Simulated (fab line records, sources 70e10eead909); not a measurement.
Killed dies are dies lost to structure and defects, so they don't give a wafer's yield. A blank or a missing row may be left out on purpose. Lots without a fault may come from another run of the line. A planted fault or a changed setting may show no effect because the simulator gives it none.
A struck lot beside a sound one | flow nand_harc | 14 steps out of a route of 1302
Sound: wafers L331.1, L331.2, L331.6. Struck: wafer L327.3. (L327.5 of the same lot was not struck and is left out.) The cause comes at the end.
At each step with rows: each side's tool, then ch and its chambers, then its first start. Under that, the readings that differ: sound wafers | struck wafers | difference of the means | sigmas: that difference in standard deviations of wafers without a fault.
alike: readings whose means differ by less than 2 such deviations, and words and numbers that are the same on both sides. not compared: withheld readings, readings that some wafer has no value for, bounds like >300 that may hide the same value, and numbers for which the record gives no deviation and whose values overlap.
The two part at a step that has a row with sigmas, a row that says differs or no value, or rows on one side only. Numbers that don't overlap but have no deviation are shown without sigmas and don't part them. A reading that every wafer of one side lacks parts them only if that side has two wafers or more.

first, 2 steps without rows for these wafers: NHARC_A_SOURCE_PLATE_CVD_03 (deposits poly-Si, target thk 200 nm, time 4000 s); NHARC_A_SOURCE_PLATE_ANNEAL_05 (time 1800 s).
NHARC_A_SOURCE_PLATE_THK_MEAS_06: measures by ellipsometry.
  sound on film_metro-01, day 17 00:35; struck on film_metro-01, day 15 01:58
  alike: thk_nm
NHARC_A_SOURCE_PLATE_INSPECT_08:
  sound on defect_inspect-02, day 17 00:38; struck on defect_inspect-01, day 15 02:02
  alike: raw_defect_count
then, 1 step without rows for these wafers: NHARC_A_ONON_D1_DEP_00 (target thk 1000 nm).
NHARC_A_ONON_D1_THK_MEAS_02: measures by ellipsometry.
  sound on film_metro-01, day 17 01:14; struck on film_metro-01, day 15 02:37
  reading     | sound          | struck | difference | sigmas
  thk_nm (nm) | 1009 1008 1009 | 983    | -26        | -3
then, 1 step without rows for these wafers: NHARC_A_ONON_D1_DEP_03 (target thk 1000 nm).
NHARC_A_ONON_D1_THK_MEAS_05: measures by ellipsometry.
  sound on film_metro-01, day 17 01:49; struck on film_metro-01, day 15 03:11
  alike: thk_nm
then, 1 step without rows for these wafers: NHARC_A_ONON_D1_DEP_06 (target thk 1000 nm).
NHARC_A_ONON_D1_THK_MEAS_08: measures by ellipsometry.
  sound on film_metro-01, day 17 02:23; struck on film_metro-02, day 15 03:45
  reading     | sound          | struck | difference | sigmas
  thk_nm (nm) | 1010 1009 1011 | 995    | -15        | -2
NHARC_A_ONON_D1_DEP_09: target thk 1000 nm.
  sound on pecvd_onon-03 ch 0, day 17 02:26; struck on pecvd_onon-04 ch 0, day 15 03:56
  alike: susceptor_temp_C
NHARC_A_ONON_D1_THK_MEAS_11: measures by ellipsometry.
  sound on film_metro-01, day 17 02:57; struck on film_metro-02, day 15 04:20
  reading     | sound         | struck | difference | sigmas
  thk_nm (nm) | 1001 1000 999 | 1505   | +505       | +54
then, 1 step without rows for these wafers: NHARC_A_ONON_D1_DEP_12 (target thk 1000 nm).
-- the record jumps here: 17 days lie between the struck wafers' starts before and after (it left off in module A_ONON_D1 and takes up again in module END, whose first step shown is number 1302 of the route) --
NHARC_END_SORT_01:
  sound on prober-01 ch 0, day 34 21:28; struck on prober-01 ch 0, day 32 05:10
  reading         | sound    | struck | difference | sigmas
  killed_at_array | 20 20 26 | 674    | +652       | +36
  killed_dies     | 23 25 30 | 677    | +651       | +34
  killed_short    | 0 1 2    | 6      | +5         | +3
  alike: killed_at_other, killed_at_periphery, killed_open

WHERE THEY PART
First at NHARC_A_ONON_D1_THK_MEAS_02; last, within this record, at NHARC_END_SORT_01.

WHY: what the simulator had put in
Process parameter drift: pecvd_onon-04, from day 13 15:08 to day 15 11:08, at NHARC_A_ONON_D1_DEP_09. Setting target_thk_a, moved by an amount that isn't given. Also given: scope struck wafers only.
